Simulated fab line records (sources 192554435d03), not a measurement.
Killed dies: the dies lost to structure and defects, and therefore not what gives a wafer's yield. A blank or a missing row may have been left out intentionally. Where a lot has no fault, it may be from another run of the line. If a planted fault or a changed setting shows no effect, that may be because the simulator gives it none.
fab line records ; flow n5_finfet
record lots=7; wafers=39
route steps=1938 shown FIN_SAQP@100 SD_EPI_P@312 MOL_CONTACT_COAG@559 BEOL_M0_SAQP@634 BEOL_M1@751 BEOL_M3@980 BEOL_M5@1175 BEOL_M7@1263 BEOL_M8@1371 BEOL_M12@1616 BEOL_M13@1706 MIM_BOT@1833 PASSIVATION@1936
start_h: hours from the record's first day to the start of the lot's first wafer shown ; wait_h: hours since the lot's step before ; " same as the row above ; L1.1+2: a single row standing in for several wafers ; - value missing, or start not given ; * or withheld: withheld ; < > ~ a bound
route shown NAME@n: names a module that has steps shown in the file, with the first one's number in the route ; usual: mean/standard deviation taken from wafers without a fault ; same: alike in all rows ; chamber/n: place in a boat ; sites: each site's reading ; _std_site: the values' standard deviation ; _edge_site: inner sites' mean taken away from outer sites' mean ; radius_mm: for every site, how far away it sits from the centre of the wafer ; mask NAME#n: copy n ; behind: the tool/chamber that last shaped the wafer ; hold: reason for holding the lot/hours on hold/outcome of the hold ; device: the transistor (n, p or np) that didn't switch ; end of line: tests run on the same wafers once the route is complete ; a step given without rows: its recipe and nothing more ; killed: not the wafer's yield, but the dies lost to structure and defects at the first sort ; map: a wafer's dies, x killed, . not, _ none there
set.NAME: the setting that was run; set.NAME@STEP: the one run at that earlier step ; model.NAME: the simulator's own value behind a step, which no gauge read
lots where settings were altered on purpose, with a table for each step and a row for each wafer
## steps
# step N5_FIN_SAQP_PECVD_06
# recipe material=a-Si; target_thk_a=600; temp_c=400; precursor=SiH4/He; pressure_torr=3; rf_w=100; time_s=48.1
# step N5_SD_EPI_P_ETCH_16
# recipe chemistry=CHF3/O2; target=SiO2; target_depth_a=50; mask_material=SOC; pressure_mtorr=30; source_w=650; bias_w=170; Ar_flow_sccm=200; CHF3_flow_sccm=50; O2_flow_sccm=5; ion_energy_ev=200
# step N5_MOL_CONTACT_COAG_ALD_27
# recipe material=SiOC; target_thk_a=170; temp_c=400; ald_precursor_family=carbosiloxane; ald_co_reactant=H2-plasma; pulse_time_s=1.5; time_s=2720; purge_time_s=2; co_reactant_purge_time_s=2; ald_cycles=340; pressure_torr=2
# step N5_BEOL_M0_SAQP_HM_DEP_02
# recipe material=TiN; target_thk_a=120; temp_c=25; chamber_pressure_pa=0.49996
# step N5_BEOL_M1_ILD_DEP_00
# recipe material=SiOC; target_thk_a=790; temp_c=350; precursor=DEMS/O2; pressure_torr=5; rf_w=500; time_s=15.3
# step N5_BEOL_M3_TRENCH_ETCH_37
# recipe chemistry=C4F6/O2; target_depth_a=555.55; target=SiOC; time_s=29.2; ion_energy_ev=250; pressure_mtorr=30; source_w=355; bias_w=185; Ar_flow_sccm=300; C4F6_flow_sccm=10; O2_flow_sccm=10
# step N5_BEOL_M5_SPUTTER_48
# recipe material=Cu; target_thk_a=150; temp_c=-20; chamber_pressure_pa=0.07; power_w=withheld; time_s=27.62
# step N5_BEOL_M7_ILD_DEP_00
# recipe material=SiCOH_lowk; target_thk_a=1797.5; temp_c=300; precursor=DEMS/porogen; pressure_torr=5; rf_w=500; time_s=33.4
# step N5_BEOL_M8_ETCH_66
# recipe chemistry=N2/H2; target=SOC; target_depth_a=800; overetch_a=160; mask_material=SiARC; temp_c=40; time_s=120; ion_energy_ev=200; pressure_mtorr=30; source_w=840; bias_w=150; n2_flow_sccm=200; h2_flow_sccm=200
# step N5_BEOL_M12_ETCH_59
# recipe chemistry=N2/H2; target=BARC; target_depth_a=890; overetch_a=267; time_s=67.9; ion_energy_ev=200; pressure_mtorr=30; source_w=840; bias_w=150; n2_flow_sccm=200; h2_flow_sccm=200
# step N5_BEOL_M13_SPUTTER_44
# recipe material=Ta; target_thk_a=100; temp_c=50; bias_v=80; power_w=15000; chamber_pressure_pa=0.07; time_s=16.13
# step N5_MIM_BOT_SPUTTER_00
# recipe material=TiN; target_thk_a=350; temp_c=200; power_w=3000; chamber_pressure_pa=0.49996; gas=Ar; reactive_partial_pa=0.37997; time_s=89.7
# step N5_PASSIVATION_PROBE_49
# usual killed_at_M0_to_M3=37/12
lot.wafer;tool;chamber;start_h;wait_h;set.time_s@FIN_SAQP_PECVD_06;set.target_depth_a@SD_EPI_P_ETCH_16;set.time_s@MOL_CONTACT_COAG_ALD_27;set.target_thk_a@BEOL_M0_SAQP_HM_DEP_02;set.time_s@BEOL_M1_ILD_DEP_00;set.target_depth_a@BEOL_M3_TRENCH_ETCH_37;set.time_s@BEOL_M5_SPUTTER_48;set.target_thk_a@BEOL_M7_ILD_DEP_00;set.target_depth_a@BEOL_M8_ETCH_66;set.target_depth_a@BEOL_M12_ETCH_59;set.time_s@BEOL_M13_SPUTTER_44;set.target_thk_a@MIM_BOT_SPUTTER_00;killed_at_M0_to_M3
L074.1;prober-01;-;291.42;0.0;35.23;50;4047;120;15.3;555.55;27.62;1487;1158;890;13.39;350;30
L074.2;prober-01;-;291.47;0.1;48.1;73.09;4047;120;15.3;555.55;27.62;1797.5;800;890;16.13;350;43
L074.3;prober-01;-;291.52;0.1;35.23;50;2720;120;15.3;555.55;27.62;1797.5;1158;445.5;16.13;350;28
L074.4;prober-01;-;291.57;0.2;48.1;73.09;4047;120;15.3;555.55;27.62;1797.5;800;445.5;13.39;350;26
L074.5;prober-01;-;291.62;0.2;35.23;73.09;2720;120;15.3;555.55;27.62;1487;1158;890;13.39;350;35
L074.6;prober-01;-;291.67;0.3;48.1;50;2720;120;15.3;555.55;27.62;1487;800;445.5;16.13;350;23
L075.1;prober-02;-;292.11;0.0;48.1;28.11;2720;177.5;15.3;683.9;27.62;2519;800;521.1;24.05;228.3;1119
L075.2;prober-02;-;292.16;0.1;24.66;50;4175;120;15.3;555.55;27.62;2519;946.6;890;16.13;228.3;52
L075.3;prober-02;-;292.21;0.1;24.66;28.11;2720;120;19.39;555.55;27.62;2519;800;521.1;16.13;350;42
L075.4;prober-02;-;292.26;0.2;48.1;50;2720;177.5;19.39;683.9;27.62;1797.5;946.6;890;16.13;228.3;1111
L075.5;prober-02;-;292.31;0.2;48.1;50;4175;120;19.39;683.9;27.62;1797.5;946.6;521.1;24.05;350;47
L075.6;prober-02;-;292.36;0.3;24.66;28.11;4175;177.5;15.3;555.55;27.62;1797.5;800;890;24.05;350;1128
L076.1;prober-02;-;303.16;0.7;48.1;50;2720;120;15.3;555.55;27.62;1797.5;966.8;890;16.13;533.5;18
L076.2;prober-02;-;303.21;0.7;27.72;24.62;3536;120;6.624;555.55;27.62;1435;966.8;727.8;16.13;533.5;1120
L076.3;prober-02;-;303.26;0.8;48.1;50;3536;120;6.624;555.55;27.62;1435;800;890;16.13;533.5;1110
L076.4;prober-02;-;303.31;0.8;27.72;24.62;3536;120;15.3;555.55;27.62;1797.5;800;727.8;16.13;350;28
L076.5;prober-02;-;303.36;0.9;48.1;24.62;2720;120;15.3;555.55;27.62;1435;800;890;16.13;350;29
L076.6;prober-02;-;303.41;0.9;27.72;50;2720;120;6.624;555.55;27.62;1797.5;966.8;727.8;16.13;350;1130
L079.1;prober-01;-;307.37;0.0;22.6;50;2720;97.77;15.3;555.55;38.31;1525;1191;890;16.13;515.5;38
L079.2;prober-01;-;307.42;0.1;22.6;50;1309;120;15.3;310.6;38.31;1797.5;800;1366;16.13;350;25
L079.3;prober-01;-;307.47;0.1;22.6;64.3;2720;97.77;15.3;555.55;38.31;1797.5;800;1366;20.29;515.5;40
L079.4;prober-01;-;307.52;0.2;48.1;50;1309;120;15.3;555.55;27.62;1525;1191;1366;20.29;515.5;30
L079.5;prober-01;-;307.57;0.2;48.1;64.3;2720;120;15.3;310.6;27.62;1525;800;890;16.13;350;34
L079.6;prober-01;-;307.62;0.3;48.1;64.3;1309;97.77;15.3;310.6;27.62;1797.5;1191;890;20.29;350;35
L086.1;prober-02;-;361.69;0.1;48.1;50;2720;89.88;15.3;555.55;27.62;2362;800;890;8.503;551.4;43
L086.2;prober-02;-;361.74;0.2;33.63;50;3176;89.88;15.3;555.55;22.54;1797.5;800;890;16.13;350;23
L086.3;prober-02;-;361.79;0.2;33.63;50;3176;120;15.3;555.55;27.62;2362;431.4;1079;16.13;350;21
L086.4;prober-02;-;361.84;0.3;48.1;50;2720;120;10.29;555.55;27.62;1797.5;800;1079;8.503;551.4;1100
L086.5;prober-02;-;361.89;0.3;33.63;50;2720;89.88;10.29;555.55;22.54;2362;431.4;890;8.503;350;1078
L086.6;prober-02;-;361.94;0.4;48.1;50;3176;120;10.29;555.55;22.54;1797.5;431.4;1079;16.13;551.4;987
L092.1;prober-02;-;422.62;0.0;48.1;50;2720;120;15.3;555.55;27.62;1797.5;800;890;16.13;350;27
L092.5;prober-02;-;422.82;0.2;48.1;50;2720;120;15.3;555.55;27.62;1797.5;800;890;16.13;350;42
L092.6;prober-02;-;422.87;0.3;48.1;50;2720;120;15.3;555.55;27.62;1797.5;800;890;16.13;350;19
L097.1;prober-01;-;449.80;0.0;48.1;30.07;4257;78.26;15.3;555.55;27.62;1797.5;800;1206;16.13;174.8;33
L097.2;prober-01;-;449.85;0.1;48.1;50;4257;120;20.98;555.55;27.62;1003;800;890;24.43;350;48
L097.3;prober-01;-;449.90;0.1;30.1;30.07;2720;78.26;20.98;555.55;27.62;1003;800;1206;16.13;350;20
L097.4;prober-01;-;449.95;0.2;30.1;30.07;4257;120;20.98;555.55;27.62;1797.5;800;890;16.13;174.8;14
L097.5;prober-01;-;450.00;0.2;30.1;50;2720;78.26;15.3;555.55;27.62;1797.5;800;890;24.43;350;34
L097.6;prober-01;-;450.05;0.3;48.1;50;2720;120;15.3;555.55;27.62;1003;800;1206;24.43;174.8;29
# killed by level:class
L074.1 BEOL_M4:geometric_particle:open=11 FIN_SAQP:geometric_particle:open=10 BEOL_M0_SAQP:geometric_particle:open=7 FIN_SAQP:geometric_particle:short=6 BEOL_M0_SAQP:geometric_particle:short=6 STI_FIN_REVEAL:geometric_particle:open=6 DUMMY_GATE:geometric_particle:open=5 MOL_CONTACT_COAG:geometric_particle:open=5
L074.2 FIN_SAQP:geometric_particle:open=24 MOL_CONTACT_COAG:geometric_particle:open=15 GATE_CUT:geometric_particle:open=10 BEOL_M3:geometric_particle:open=10 BEOL_M4:geometric_particle:open=10 BEOL_M0_SAQP:geometric_particle:short=9 STI_FIN_REVEAL:geometric_particle:open=8 DUMMY_GATE:geometric_particle:open=8
L074.3 BEOL_M4:geometric_particle:open=17 STI_FIN_REVEAL:geometric_particle:open=11 FIN_SAQP:geometric_particle:open=10 DUMMY_GATE:geometric_particle:open=10 MOL_CONTACT_COAG:geometric_particle:open=9 FIN_SAQP:geometric_particle:short=8 BEOL_M2:geometric_particle:open=8 BEOL_M3:geometric_particle:open=8
L074.4 MOL_CONTACT_COAG:geometric_particle:open=18 BEOL_M4:geometric_particle:open=17 STI_FIN_REVEAL:geometric_particle:open=14 DUMMY_GATE:geometric_particle:open=11 FIN_SAQP:geometric_particle:open=8 BEOL_M12:area_etch=8 FIN_SAQP:geometric_particle:short=7 BEOL_M2:geometric_particle:open=7
L074.5 FIN_SAQP:geometric_particle:open=17 FIN_SAQP:geometric_particle:short=11 BEOL_M0_SAQP:geometric_particle:short=10 BEOL_M4:geometric_particle:open=9 STI_FIN_REVEAL:geometric_particle:open=9 DUMMY_GATE:geometric_particle:open=8 BEOL_M0_SAQP:geometric_particle:open=8 MOL_CONTACT_COAG:geometric_particle:open=7
L074.6 STI_FIN_REVEAL:geometric_particle:open=13 FIN_SAQP:geometric_particle:open=11 BEOL_M4:geometric_particle:open=9 MOL_CONTACT_COAG:geometric_particle:open=8 BEOL_M2:geometric_particle:open=7 DUMMY_GATE:geometric_particle:open=5 BEOL_M3:geometric_particle:open=5 FIN_SAQP:geometric_particle:short=4
L075.1 BEOL_M0_SAQP:area_dep=1089 STI_FIN_REVEAL:geometric_particle:open=13 MOL_CONTACT_COAG:geometric_particle:open=8 BEOL_M0_SAQP:geometric_particle:open=8 FIN_SAQP:geometric_particle:open=7 BEOL_M0_SAQP:geometric_particle:short=7 BEOL_M4:geometric_particle:open=6 BEOL_M3:geometric_particle:open=5
L075.2 BEOL_M0_SAQP:geometric_particle:open=15 BEOL_M0_SAQP:geometric_particle:short=12 STI_FIN_REVEAL:geometric_particle:open=9 FIN_SAQP:geometric_particle:open=8 BEOL_M2:geometric_particle:open=8 GATE_CUT:geometric_particle:short=5 MOL_CONTACT_COAG:geometric_particle:open=5 BEOL_M3:geometric_particle:open=5
L075.3 FIN_SAQP:geometric_particle:open=15 BEOL_M2:geometric_particle:open=12 STI_FIN_REVEAL:geometric_particle:open=9 MOL_CONTACT_COAG:geometric_particle:open=9 BEOL_M0_SAQP:geometric_particle:short=8 BEOL_M0_SAQP:geometric_particle:open=6 GATE_CUT:geometric_particle:open=5 BEOL_M1:geometric_particle:open=5
L075.4 BEOL_M0_SAQP:area_dep=1080 STI_FIN_REVEAL:geometric_particle:open=13 FIN_SAQP:geometric_particle:open=8 BEOL_M0_SAQP:geometric_particle:open=7 BEOL_M0_SAQP:geometric_particle:short=6 MOL_CONTACT_COAG:geometric_particle:open=5 BEOL_M0:geometric_particle:open=5 BEOL_M2:geometric_particle:open=5
L075.5 STI_FIN_REVEAL:geometric_particle:open=14 MOL_CONTACT_COAG:geometric_particle:open=12 BEOL_M0_SAQP:geometric_particle:open=10 BEOL_M0_SAQP:geometric_particle:short=9 FIN_SAQP:geometric_particle:open=8 FIN_SAQP:geometric_particle:short=8 GATE_CUT:geometric_particle:short=8 BEOL_M2:geometric_particle:open=7
L075.6 BEOL_M0_SAQP:area_dep=1086 BEOL_M2:geometric_particle:open=11 BEOL_M0_SAQP:geometric_particle:short=10 STI_FIN_REVEAL:geometric_particle:open=7 MOL_CONTACT_COAG:geometric_particle:open=7 FIN_SAQP:geometric_particle:open=6 BEOL_M3:geometric_particle:open=6 BEOL_M0_SAQP:geometric_particle:open=5
L076.1 MIM_BOT:area_sputter=1085 MOL_CONTACT_COAG:geometric_particle:open=15 FIN_SAQP:geometric_particle:short=13 FIN_SAQP:geometric_particle:open=11 BEOL_M3:geometric_particle:open=9 DUMMY_GATE:geometric_particle:open=5 MOL_CONTACT_COAG:geometric_particle:short=5 STI_FIN_REVEAL:geometric_particle:open=4
L076.2 BEOL_M1:area_dep=1105 MOL_CONTACT_COAG:geometric_particle:open=18 STI_FIN_REVEAL:geometric_particle:open=7 BEOL_M3:geometric_particle:open=6 FIN_SAQP:geometric_particle:short=4 BEOL_M4:geometric_particle:open=4 MOL_CONTACT_COAG:geometric_particle:short=4 BEOL_M11:geometric_particle:open=4
L076.3 BEOL_M1:area_dep=1076 MOL_CONTACT_COAG:geometric_particle:open=12 STI_FIN_REVEAL:geometric_particle:open=11 BEOL_M1:geometric_particle:open=10 FIN_SAQP:geometric_particle:open=9 FIN_SAQP:geometric_particle:short=8 BEOL_M3:geometric_particle:open=7 BEOL_M2:geometric_particle:open=5
L076.4 MOL_CONTACT_COAG:geometric_particle:open=22 BEOL_M4:geometric_particle:open=8 STI_FIN_REVEAL:geometric_particle:open=7 BEOL_M3:geometric_particle:open=7 GATE_CUT:geometric_particle:short=6 BEOL_M0_SAQP:geometric_particle:short=6 BEOL_M1:geometric_particle:open=6 STARTING-WAFER:geometric_particle:short=5
L076.5 BEOL_M1:geometric_particle:open=9 FIN_SAQP:geometric_particle:open=7 STI_FIN_REVEAL:geometric_particle:open=7 MOL_CONTACT_COAG:geometric_particle:open=7 DUMMY_GATE:geometric_particle:open=6 BEOL_M0_SAQP:geometric_particle:short=6 BEOL_M5:geometric_particle:open=5 BEOL_M7:geometric_particle:open=5
L076.6 BEOL_M1:area_dep=1095 MOL_CONTACT_COAG:geometric_particle:open=11 BEOL_M0_SAQP:geometric_particle:short=10 FIN_SAQP:geometric_particle:open=7 BEOL_M2:geometric_particle:open=7 BEOL_M0_SAQP:geometric_particle:open=5 BEOL_M3:geometric_particle:open=5 FIN_SAQP:geometric_particle:short=4
L079.1 MIM_BOT:area_sputter=1078 STI_FIN_REVEAL:geometric_particle:open=11 BEOL_M0_SAQP:geometric_particle:open=10 MOL_CONTACT_COAG:geometric_particle:open=9 BEOL_M0_SAQP:geometric_particle:short=7 BEOL_M1:geometric_particle:open=6 GATE_CUT:geometric_particle:short=5 BEOL_M3:geometric_particle:open=4
L079.2 MOL_CONTACT_COAG:geometric_particle:open=10 FIN_SAQP:geometric_particle:open=7 STI_FIN_REVEAL:geometric_particle:open=5 BEOL_M0_SAQP:geometric_particle:open=5 BEOL_M0_SAQP:geometric_particle:short=5 STARTING-WAFER:geometric_particle:open=5 BEOL_M4:geometric_particle:open=4 BEOL_M2:geometric_particle:open=4
L079.3 MIM_BOT:area_sputter=1092 BEOL_M0_SAQP:geometric_particle:open=15 BEOL_M0_SAQP:geometric_particle:short=7 STI_FIN_REVEAL:geometric_particle:open=6 BEOL_M3:geometric_particle:open=6 MOL_CONTACT_COAG:geometric_particle:open=5 BEOL_M2:geometric_particle:open=4 DUMMY_GATE:geometric_particle:open=3
L079.4 MIM_BOT:area_sputter=1089 BEOL_M0_SAQP:geometric_particle:short=13 MOL_CONTACT_COAG:geometric_particle:open=10 STI_FIN_REVEAL:geometric_particle:open=8 BEOL_M0_SAQP:geometric_particle:open=8 FIN_SAQP:geometric_particle:open=7 MOL_CONTACT_COAG:geometric_particle:short=4 MIM_BOT:geometric_particle:open=4
L079.5 BEOL_M0_SAQP:geometric_particle:short=7 BEOL_M2:geometric_particle:open=6 MOL_CONTACT_COAG:geometric_particle:open=5 BEOL_M0_SAQP:geometric_particle:open=5 BEOL_M3:geometric_particle:open=5 FIN_SAQP:geometric_particle:open=4 STI_FIN_REVEAL:geometric_particle:open=4 GATE_CUT:geometric_particle:short=4
L079.6 BEOL_M0_SAQP:geometric_particle:open=15 STI_FIN_REVEAL:geometric_particle:open=10 BEOL_M0_SAQP:geometric_particle:short=7 MOL_CONTACT_COAG:geometric_particle:open=6 BEOL_M5:geometric_particle:open=6 BEOL_M4:geometric_particle:open=5 STI_FIN_REVEAL:geometric_particle:short=4 GATE_CUT:geometric_particle:short=4
L086.1 MIM_BOT:area_sputter=1062 BEOL_M3:geometric_particle:open=13 STI_FIN_REVEAL:geometric_particle:open=12 MOL_CONTACT_COAG:geometric_particle:open=11 FIN_SAQP:geometric_particle:short=10 FIN_SAQP:geometric_particle:open=10 BEOL_M2:geometric_particle:open=7 BEOL_M1:geometric_particle:open=6
L086.2 STI_FIN_REVEAL:geometric_particle:open=19 FIN_SAQP:geometric_particle:open=18 MOL_CONTACT_COAG:geometric_particle:open=16 BEOL_M4:geometric_particle:open=8 FIN_SAQP:geometric_particle:short=6 BEOL_M1:geometric_particle:open=6 DUMMY_GATE:geometric_particle:open=4 BEOL_M2:geometric_particle:open=4
L086.3 BEOL_M8:area_etch=60 STI_FIN_REVEAL:geometric_particle:open=19 MOL_CONTACT_COAG:geometric_particle:open=18 FIN_SAQP:geometric_particle:short=12 FIN_SAQP:geometric_particle:open=8 STI_FIN_REVEAL:geometric_particle:short=8 BEOL_M1:geometric_particle:open=8 DUMMY_GATE:geometric_particle:open=6
L086.4 BEOL_M1:area_ecd=946 BEOL_M1:area_dep=128 FIN_SAQP:geometric_particle:open=16 STI_FIN_REVEAL:geometric_particle:open=13 MOL_CONTACT_COAG:geometric_particle:open=11 BEOL_M4:geometric_particle:open=7 BEOL_M1:geometric_particle:open=6 BEOL_M3:geometric_particle:open=5
L086.5 BEOL_M1:area_ecd=774 BEOL_M1:area_dep=260 MOL_CONTACT_COAG:geometric_particle:open=13 BEOL_M3:geometric_particle:open=11 BEOL_M4:geometric_particle:open=10 MOL_CONTACT_COAG:geometric_particle:short=9 BEOL_M1:geometric_particle:open=9 FIN_SAQP:geometric_particle:open=7
L086.6 BEOL_M1:area_ecd=922 MIM_BOT:area_sputter=93 BEOL_M1:area_dep=26 BEOL_M8:area_etch=22 FIN_SAQP:geometric_particle:open=13 MOL_CONTACT_COAG:geometric_particle:open=13 BEOL_M1:geometric_particle:open=10 STI_FIN_REVEAL:geometric_particle:open=9
L092.1 FIN_SAQP:geometric_particle:open=11 FIN_SAQP:geometric_particle:short=10 MOL_CONTACT_COAG:geometric_particle:open=9 BEOL_M0_SAQP:geometric_particle:open=7 BEOL_M2:geometric_particle:short=6 STI_FIN_REVEAL:geometric_particle:open=5 BEOL_M2:geometric_particle:open=5 HKMG_FIN:area_etch=5
L092.5 BEOL_M3:geometric_particle:open=14 BEOL_M0_SAQP:geometric_particle:open=12 STI_FIN_REVEAL:geometric_particle:open=10 HKMG_FIN:area_etch=7 BEOL_M0_SAQP:geometric_particle:short=6 FIN_SAQP:geometric_particle:short=4 BEOL_M2:geometric_particle:short=4 FIN_SAQP:geometric_particle:open=3
L092.6 STI_FIN_REVEAL:geometric_particle:open=14 MOL_CONTACT_COAG:geometric_particle:open=9 FIN_SAQP:geometric_particle:short=8 BEOL_M3:geometric_particle:open=8 FIN_SAQP:geometric_particle:open=6 STARTING-WAFER:geometric_particle:open=5 BEOL_M4:geometric_particle:open=4 STARTING-WAFER:geometric_particle:short=4
L097.1 MOL_CONTACT_COAG:geometric_particle:open=18 BEOL_M2:geometric_particle:open=14 BEOL_M0_SAQP:geometric_particle:short=6 DUMMY_GATE:geometric_particle:open=5 FIN_SAQP:geometric_particle:short=4 DUMMY_GATE:geometric_particle:short=4 BEOL_M0_SAQP:geometric_particle:open=4 BEOL_M3:geometric_particle:open=4
L097.2 BEOL_M7:area_dep=623 MOL_CONTACT_COAG:geometric_particle:open=18 BEOL_M2:geometric_particle:open=18 FIN_SAQP:geometric_particle:short=14 DUMMY_GATE:geometric_particle:open=8 BEOL_M3:geometric_particle:open=7 BEOL_M0_SAQP:geometric_particle:open=6 BEOL_M0:geometric_particle:open=5
L097.3 BEOL_M7:area_dep=892 BEOL_M2:geometric_particle:open=13 GATE_CUT:geometric_particle:short=6 MOL_CONTACT_COAG:geometric_particle:open=5 STI_FIN_REVEAL:geometric_particle:open=4 DUMMY_GATE:geometric_particle:open=3 MOL_CONTACT_COAG:geometric_particle:short=3 BEOL_M0_SAQP:geometric_particle:short=3
L097.4 MOL_CONTACT_COAG:geometric_particle:open=16 FIN_SAQP:geometric_particle:short=7 BEOL_M2:geometric_particle:open=5 FIN_SAQP:geometric_particle:open=4 BEOL_M6:geometric_particle:open=4 STI_FIN_REVEAL:geometric_particle:open=3 DUMMY_GATE:geometric_particle:short=3 GATE_CUT:geometric_particle:short=3
L097.5 MOL_CONTACT_COAG:geometric_particle:open=17 DUMMY_GATE:geometric_particle:open=7 BEOL_M3:geometric_particle:open=7 BEOL_M0:geometric_particle:open=6 BEOL_M2:geometric_particle:open=6 BEOL_M2:geometric_particle:short=5 FIN_SAQP:geometric_particle:open=4 GATE_CUT:geometric_particle:short=4
L097.6 BEOL_M7:area_dep=595 MOL_CONTACT_COAG:geometric_particle:open=16 DUMMY_GATE:geometric_particle:open=12 BEOL_M2:geometric_particle:open=10 BEOL_M0:geometric_particle:short=5 BEOL_M3:geometric_particle:open=5 MOL_CONTACT_COAG:geometric_particle:short=4 BEOL_M4:geometric_particle:open=4
## key
split step=N5_FIN_SAQP_PECVD_06; setting=time_s; stated_as=48.1
response none clear
split step=N5_SD_EPI_P_ETCH_16; setting=target_depth_a; stated_as=50
response none clear
split step=N5_MOL_CONTACT_COAG_ALD_27; setting=time_s; stated_as=2720
response none clear
split step=N5_BEOL_M0_SAQP_HM_DEP_02; setting=target_thk_a; stated_as=120
response none clear
split step=N5_BEOL_M1_ILD_DEP_00; setting=time_s; stated_as=15.3
response step=N5_PASSIVATION_PROBE_49; reading=killed_at_M0_to_M3; slope=-16.4; per=1%; together_with=all; explained=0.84
split step=N5_BEOL_M3_TRENCH_ETCH_37; setting=target_depth_a; stated_as=555.55
response none clear
split step=N5_BEOL_M5_SPUTTER_48; setting=time_s; stated_as=27.62
response none clear
split step=N5_BEOL_M7_ILD_DEP_00; setting=target_thk_a; stated_as=1797.5
response none clear
split step=N5_BEOL_M8_ETCH_66; setting=target_depth_a; stated_as=800
response none clear
split step=N5_BEOL_M12_ETCH_59; setting=target_depth_a; stated_as=890
response none clear
split step=N5_BEOL_M13_SPUTTER_44; setting=time_s; stated_as=16.13
response none clear
split step=N5_MIM_BOT_SPUTTER_00; setting=target_thk_a; stated_as=350
response none clear
